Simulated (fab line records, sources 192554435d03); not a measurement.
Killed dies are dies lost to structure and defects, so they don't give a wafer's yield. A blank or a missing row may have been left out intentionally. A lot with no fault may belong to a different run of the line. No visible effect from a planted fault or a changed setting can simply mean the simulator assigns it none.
Lot-split experiment -- flow n5 finfet -- 39 wafers read from 7 lots, route of 1938 steps

== THE SPLIT ==
At N5_SD_EPI_N_EPI_21 (deposits Si:P, time 690 s), the setting pressure torr was moved away from the recipe's 255 Torr on 30 of the 39 wafers read, by -18.0% to +9.1%. All remaining wafers had this setting at the recipe value.

== FROM THE SPLIT TO THE READING: what the file shows between them, 4 steps ==
- N5_SD_EPI_P_ETCHBACK_46: etches SiNx in CH3F/O2, stops on SiO2, target depth 17.5 nm (also split here: over etch frac)
- N5_SD_EPI_P_ETCH_47: etches SiOCN in CH3F/O2, target depth 25 nm
- N5_SD_EPI_P_ETCH_16: etches SiO2 in CHF3/O2, target depth 5 nm
- N5_SD_EPI_P_EPI_21: deposits SiGe:B, time 355 s

== THE READING ==
Si-P_of_SD_EPI_N_EPI_21.thk nm (the simulator's own value, which no gauge read), in nm, at N5_SD_EPI_P_HM_STRIP_48 (strips SiNx in H3PO4, material SiNx, target depth 3 nm). There is no usual value for it anywhere in the file. Average 58.8 nm, standard deviation 0.45 nm, over the 9 wafers here run with the recipe.

wafer,"tool, chamber at the split","pressure torr as run, Torr",against the recipe,"Si-P_of_SD_EPI_N_EPI_21.thk nm, nm",against lot-mates on the recipe
L074.1,"epi rpcvd-04, 0",209.1,-18.0%,54.4,no lot-mate on the recipe
L074.2,"epi rpcvd-04, 0",209.1,-18.0%,53.6,no lot-mate on the recipe
L074.3,"epi rpcvd-04, 0",209.1,-18.0%,54.2,no lot-mate on the recipe
L074.5,"epi rpcvd-04, 0",209.1,-18.0%,54.2,no lot-mate on the recipe
L074.4,"epi rpcvd-04, 0",209.1,-18.0%,54.6,no lot-mate on the recipe
L074.6,"epi rpcvd-04, 0",209.1,-18.0%,54,no lot-mate on the recipe
L075.1,"epi rpcvd-01, 0",255,recipe,58.8,-
L075.2,"epi rpcvd-01, 0",255,recipe,59,-
L075.3,"epi rpcvd-01, 0",255,recipe,59,-
L075.5,"epi rpcvd-01, 0",255,recipe,59,-
L075.6,"epi rpcvd-01, 0",255,recipe,59,-
L075.4,"epi rpcvd-01, 0",255,recipe,59.2,-
L079.1,"epi rpcvd-01, 0",278.2,+9.1%,61,no lot-mate on the recipe
L079.5,"epi rpcvd-01, 0",278.2,+9.1%,61,no lot-mate on the recipe
L079.6,"epi rpcvd-01, 0",278.2,+9.1%,61,no lot-mate on the recipe
L079.2,"epi rpcvd-01, 0",278.2,+9.1%,61.8,no lot-mate on the recipe
L079.3,"epi rpcvd-01, 0",278.2,+9.1%,60.6,no lot-mate on the recipe
L079.4,"epi rpcvd-01, 0",278.2,+9.1%,61.4,no lot-mate on the recipe
L087.1,"epi rpcvd-03, 0",234.6,-8.0%,56.6,no lot-mate on the recipe
L087.4,"epi rpcvd-03, 0",234.6,-8.0%,56.6,no lot-mate on the recipe
L087.2,"epi rpcvd-03, 0",234.6,-8.0%,56,no lot-mate on the recipe
L087.6,"epi rpcvd-03, 0",234.6,-8.0%,56,no lot-mate on the recipe
L087.3,"epi rpcvd-03, 0",234.6,-8.0%,55.6,no lot-mate on the recipe
L087.5,"epi rpcvd-03, 0",234.6,-8.0%,57,no lot-mate on the recipe
L088.1,"epi rpcvd-01, 0",228,-10.6%,57,no lot-mate on the recipe
L088.2,"epi rpcvd-01, 0",228,-10.6%,56.6,no lot-mate on the recipe
L088.5,"epi rpcvd-01, 0",228,-10.6%,56.6,no lot-mate on the recipe
L088.3,"epi rpcvd-01, 0",228,-10.6%,55.8,no lot-mate on the recipe
L088.4,"epi rpcvd-01, 0",228,-10.6%,56.2,no lot-mate on the recipe
L088.6,"epi rpcvd-01, 0",228,-10.6%,56.8,no lot-mate on the recipe
L093.1,"epi rpcvd-04, 0",255,recipe,58.6,-
L093.4,"epi rpcvd-04, 0",255,recipe,57.6,-
L093.6,"epi rpcvd-04, 0",255,recipe,58.8,-
L095.1,"epi rpcvd-01, 0",214.3,-16.0%,55.2,no lot-mate on the recipe
L095.3,"epi rpcvd-01, 0",214.3,-16.0%,55.2,no lot-mate on the recipe
L095.5,"epi rpcvd-01, 0",214.3,-16.0%,55.2,no lot-mate on the recipe
L095.6,"epi rpcvd-01, 0",214.3,-16.0%,55.2,no lot-mate on the recipe
L095.2,"epi rpcvd-01, 0",214.3,-16.0%,55.6,no lot-mate on the recipe
L095.4,"epi rpcvd-01, 0",214.3,-16.0%,55.6,no lot-mate on the recipe

THE FIT
A straight line over all 39 wafers: Si-P_of_SD_EPI_N_EPI_21.thk nm changes by +0.244 nm for each +1% of pressure torr; r = +0.98; the points scatter about the line by 0.51 nm.
Too few moved wafers have a lot-mate on the recipe to fit a line with each lot's own level taken away.

== THE WHOLE CHAIN: every reading that the file lists as answering this split, in the file's order ==
step,what it does,reading,change (the file's fit),r (the file's)
N5_SD_EPI_N_EPI_21,"deposits Si:P, time 690 s","Si-P_of_SD_EPI_N_EPI_21.thk nm (the simulator's own value, which no gauge read)",+0.247 nm for each +1% of the setting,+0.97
N5_SD_EPI_P_HM_STRIP_48,"strips SiNx in H3PO4, material SiNx, target depth 3 nm","Si-P_of_SD_EPI_N_EPI_21.thk nm (the simulator's own value, which no gauge read)",+0.244 nm for each +1% of the setting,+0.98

== FILE'S OWN FIT ==
Si-P_of_SD_EPI_N_EPI_21.thk nm changes by +0.244 nm for each +1% of pressure torr, r = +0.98.
